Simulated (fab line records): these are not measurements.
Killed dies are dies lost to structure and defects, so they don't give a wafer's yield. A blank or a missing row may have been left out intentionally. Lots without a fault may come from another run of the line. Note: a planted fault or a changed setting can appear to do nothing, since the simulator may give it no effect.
Which tool is to blame? | flow n5_finfet | 10 lots with 30 wafers sampled at 4 steps, on a route of 1938 steps

## WHAT EACH GAUGE READ, for each wafer
N5_BEOL_M5_THK_MEAS_01.
lot  | measured     | on            | M5_ILD_THK (nm)
L438 | day 8 23:34  | film_metro-01 | 123.0 123.7 121.8
L440 | day 9 08:34  | film_metro-02 | 121.7 121.2 120.0
L441 | day 10 12:11 | film_metro-02 | 119.3 121.0 120.6
L445 | day 11 08:08 | film_metro-02 | 119.8 119.3 123.2
L448 | day 13 01:42 | film_metro-01 | 120.1 121.4 122.5
L451 | day 13 17:44 | film_metro-01 | 120.4 120.2 121.3
L453 | day 13 19:47 | film_metro-02 | 119.6 119.9 122.6
L454 | day 13 22:21 | film_metro-02 | 120.1 119.7 119.7
L456 | day 14 03:41 | film_metro-01 | 40.1 40.5 40.4
L457 | day 14 21:26 | film_metro-02 | 43.2 41.8 40.4

## EACH LOT AND THE TOOL THAT RAN IT (in order: tool; ch and the chambers of the sampled wafers; start)
lot  | N5_BEOL_M4_SPUTTER_92        | N5_BEOL_M4_SPUTTER_96        | N5_BEOL_M5_ILD_DEP_00
L438 | pvd_sputter-03, day 8 19:01  | pvd_sputter-03, day 8 19:28  | pecvd-03 ch 1,2, day 8 22:59
L440 | pvd_sputter-02, day 9 04:49  | pvd_sputter-02, day 9 05:16  | pecvd-03 ch 0,1,2, day 9 07:31
L441 | pvd_sputter-03, day 10 09:06 | pvd_sputter-03, day 10 09:32 | pecvd-01 ch 0,2, day 10 11:37
L445 | pvd_sputter-01, day 11 04:25 | pvd_sputter-01, day 11 04:51 | pecvd-03 ch 0,2, day 11 06:56
L448 | pvd_sputter-02, day 12 22:37 | pvd_sputter-02, day 12 23:04 | pecvd-01 ch 1,2, day 13 01:07
L451 | pvd_sputter-02, day 13 14:40 | pvd_sputter-02, day 13 15:06 | pecvd-03 ch 0,1,2, day 13 17:10
L453 | pvd_sputter-01, day 13 16:04 | pvd_sputter-01, day 13 16:31 | pecvd-01 ch 1,2, day 13 18:34
L454 | pvd_sputter-03, day 13 18:47 | pvd_sputter-03, day 13 19:13 | pecvd-03 ch 0,1,2, day 13 21:18
L456 | pvd_sputter-01, day 14 00:07 | pvd_sputter-01, day 14 00:34 | pecvd-01 ch 0,1,2, day 14 02:38
L457 | pvd_sputter-01, day 14 17:27 | pvd_sputter-01, day 14 17:53 | pecvd-01 ch 0,1,2, day 14 20:52
- N5_BEOL_M4_SPUTTER_92: material Cu, target thk 4.5 nm, time 8.29 s.
- N5_BEOL_M4_SPUTTER_96: material Cu, target thk 4.5 nm, time 8.29 s.
- N5_BEOL_M5_ILD_DEP_00: deposits SiCOH lowk from DEMS/porogen, target thk 140.64 nm, time 25.9 s.

## THE ANSWER, worked out from the rows above alone
Rule: what is usual is taken from the lots themselves. The widest of any qualifying gaps counts: lots, ordered by their means at a reading, are off when they make up no more than a third of the lots, leave a main group of 4 or more, and stand apart from it by 3 or more times the standard deviation of that group's means. A main group is skipped when, at the precision printed for the reading in the tables above, its means are all equal. A lot without any number at a reading at which 4 lots or more have one is off too. All remaining lots with rows at the step are treated as sound.
Off: at N5_BEOL_M5_THK_MEAS_01 (M5_ILD_THK), L456, L457. For the main group the mean is 120.9 nm and the standard deviation 0.83.
A tool fits if, at a process step before that reading, it ran every lot that is off, and no sound lot after the first of them. Gauges at N5_BEOL_M5_THK_MEAS_01: tried the same way as those tools. This does not decide it: 2 tools fit, namely pvd_sputter-01 at N5_BEOL_M4_SPUTTER_92 and N5_BEOL_M4_SPUTTER_96 and pecvd-01 at N5_BEOL_M5_ILD_DEP_00.

## WHAT THE SIMULATOR HAD INSERTED
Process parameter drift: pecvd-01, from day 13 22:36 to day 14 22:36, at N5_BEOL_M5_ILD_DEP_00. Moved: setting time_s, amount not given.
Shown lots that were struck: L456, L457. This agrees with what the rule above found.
